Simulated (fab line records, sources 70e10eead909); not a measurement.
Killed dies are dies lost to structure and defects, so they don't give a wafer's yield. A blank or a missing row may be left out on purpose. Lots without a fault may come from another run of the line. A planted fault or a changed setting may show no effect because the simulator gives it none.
A struck lot beside a sound one | flow nand_harc | 13 steps out of a route of 1302
Sound: wafers L489.2, L489.4, L489.5. Struck: wafers L495.4, L495.5, L495.6. The cause comes at the end.
At each step with rows: each side's tool, then ch and its chambers, then its first start. Under that, the readings that differ: sound wafers | struck wafers | difference of the means | sigmas: that difference in standard deviations of wafers without a fault.
alike: readings whose means differ by less than 2 such deviations, and words and numbers that are the same on both sides. not compared: withheld readings, readings that some wafer has no value for, bounds like >300 that may hide the same value, and numbers for which the record gives no deviation and whose values overlap.
The two part at a step that has a row with sigmas, a row that says differs or no value, or rows on one side only. Numbers that don't overlap but have no deviation are shown without sigmas and don't part them. A reading that every wafer of one side lacks parts them only if that side has two wafers or more.

first, 1 step without rows for these wafers: NHARC_A_SLIT_SRD_20.
NHARC_A_SLIT_CD_MEAS_21:
  sound on cd_sem-01, day 24 10:50; struck on cd_sem-03, day 26 05:32
  alike: cd_nm
then, 3 steps without rows for these wafers: NHARC_A_SIN_REMOVE_WET_00 (chemistry H3PO4, time 15300 s); NHARC_A_SIN_REMOVE_PRECLEAN_01 (cleans in SC1); NHARC_A_SIN_REMOVE_SRD_02.
NHARC_A_SIN_REMOVE_INSPECT_04:
  sound on defect_inspect-01, day 24 17:26; struck on defect_inspect-02, day 26 11:52
  reading          | sound       | struck      | difference | sigmas
  raw_defect_count | 651 629 723 | 256 639 325 | -261       | -3
NHARC_A_WL_FILL_ALD_00: deposits Al2O3, target thk 3 nm, pulse time 3 s, ald cycles 30.
  sound on ald_hk-02 ch 1,2,3, day 24 17:29; struck on ald_hk-02 ch 1,2, day 26 11:58
  alike: heater_power_w, precursor_pulse_height_rel
NHARC_A_WL_FILL_RTA_01: time 5 s.
  sound on rtp_anneal-02 ch 0, day 24 17:56; struck on rtp_anneal-01 ch 0, day 26 12:17
  reading            | sound          | struck         | difference | sigmas
  lamp_power_pct (%) | 32.7 32.6 32.7 | 28.7 28.6 28.7 | -4.0       | -2
  alike: wafer_temp_C_max
NHARC_A_WL_FILL_ALD_02: deposits TiN, target thk 2 nm, pulse time 3 s, ald cycles 100.
  sound on ald_metal-02 ch 1,3, day 24 18:10; struck on ald_metal-03 ch 0,1,2, day 26 12:29
  alike: heater_power_w, precursor_pulse_height_rel
NHARC_A_WL_FILL_CVD_03: deposits W, target thk 40 nm, time 279 s.
  sound on cvd_w-02 ch 0,1, day 24 18:37; struck on cvd_w-02 ch 0,1, day 26 13:00
  alike: heater_power_w, mfc_ar_sccm, throttle_valve_pct
NHARC_A_WL_FILL_ETCHBACK_04: etches the open film in NF3, target depth 60 nm, time 120 s.
  sound on rie_metal-02 ch 0,1, day 24 18:58; struck on rie_metal-03 ch 0,1, day 26 13:22
  no value came back on the struck wafers for chamber_pressure_mTorr (mTorr), drypump_motor_current_A (A), oes_product_au (a.u.); on the sound wafers chamber_pressure_mTorr (mTorr) reads 299.78 299.95 300.03
  not compared: rf_hours_counter_h
NHARC_A_WL_FILL_ETCHBACK_05: etches the open film in Cl2/BCl3, target depth 22 nm, time 60 s.
  sound on rie_metal-02 ch 0,1, day 24 19:11; struck on rie_metal-03 ch 0,1, day 26 13:35
  alike: chamber_pressure_mTorr, drypump_motor_current_A, oes_product_au, temp_c
  not compared: rf_hours_counter_h
-- the record jumps here: 4 days lie between the struck wafers' starts before and after (it left off in module A_WL_FILL and takes up again in module END, whose first step shown is number 1302 of the route) --
NHARC_END_SORT_01:
  the record has rows for the struck wafers here (prober-02 ch 0, day 30 14:06) and none for the sound ones

WHERE THEY PART
First at NHARC_A_SIN_REMOVE_INSPECT_04; last, within this record, at NHARC_END_SORT_01.

WHY: what the simulator had put in
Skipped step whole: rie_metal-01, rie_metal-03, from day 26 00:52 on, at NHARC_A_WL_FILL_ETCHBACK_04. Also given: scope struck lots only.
